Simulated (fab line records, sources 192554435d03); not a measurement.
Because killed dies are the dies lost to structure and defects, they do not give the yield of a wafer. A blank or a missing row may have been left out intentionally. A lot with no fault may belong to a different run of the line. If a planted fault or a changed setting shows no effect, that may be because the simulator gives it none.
Chamber matching    flow n5_finfet    N5_BEOL_M12_DESCUM_33 on rie_diel-05 has 4 sister chambers
The step chemistry O2, time 7.9 s. 18 wafers are shown with their chamber, then 9 later ones without.

WAFERS, EACH WITH ITS CHAMBER
wafer   chamber  drypump_motor_current_A (A)  showerhead_plenum_p_Torr (Torr)  throttle_valve_pct (%)
L074.1  2        5.4                          2.01                             20.0
L074.2  0        6.2                          2.22                             20.1
L074.3  1        5.8                          2.20                             21.1
L074.4  2        5.4                          2.01                             20.0
L074.5  1        5.8                          2.20                             21.1
L074.6  0        6.2                          2.22                             20.1
L078.1  3        5.8                          2.15                             20.1
L078.3  0        6.2                          2.22                             20.2
L078.6  1        5.8                          2.20                             21.1
L080.3  0        6.2                          2.21                             20.2
L080.4  1        5.8                          2.19                             21.1
L080.5  0        6.2                          2.21                             20.2
L081.1  1        5.8                          2.19                             21.1
L081.5  3        5.8                          2.15                             20.1
L081.6  0        6.2                          2.21                             20.2
L083.2  1        5.9                          2.19                             21.2
L083.3  0        6.2                          2.21                             20.2
L083.4  1        5.8                          2.19                             21.2

SIGNATURES (means of the wafers above)
reading                   chamber 0  chamber 1  chamber 2  chamber 3  scatter within a chamber
drypump_motor_current_A   6.200      5.814      5.400      5.800      0.0247
showerhead_plenum_p_Torr  2.2143     2.1943     2.0100     2.1500     0.00495
throttle_valve_pct        20.171     21.129     20.000     20.100     0.0452
Rule: a wafer's distance from a chamber is the root of the sum, over the readings, of the square of ((its reading less the chamber's mean) divided by the reading's scatter). The wafer belongs to the nearest chamber; if the next one is less than 2 further off, it can't be placed. The scatter: take each reading less its chamber's mean, square it, sum over the shown wafers, divide by the number of wafers less the number of chambers, and take the root.

WAFERS WHOSE CHAMBER IS MISSING
wafer   drypump_motor_current_A (A)  showerhead_plenum_p_Torr (Torr)  throttle_valve_pct (%)
L086.1  5.8                          2.19                             21.2
L086.3  5.4                          2.00                             20.1
L086.5  6.2                          2.21                             20.2
L096.1  5.8                          2.18                             21.2
L096.2  5.4                          2.00                             20.1
L096.6  6.2                          2.20                             20.2
L097.1  5.8                          2.14                             19.9
L097.3  6.2                          2.20                             20.2
L097.5  5.4                          1.99                             20.1

WHICH CHAMBER EACH ONE RAN IN
wafer   from the rows above  in truth
L086.1  1                    1
L086.3  2                    2
L086.5  0                    0
L096.1  1                    1
L096.2  2                    2
L096.6  0                    0
L097.1  3                    3
L097.3  0                    0
L097.5  2                    2
9 of 9 placed correctly. From these rows, 0 cannot be placed. Number placed wrongly: 0.
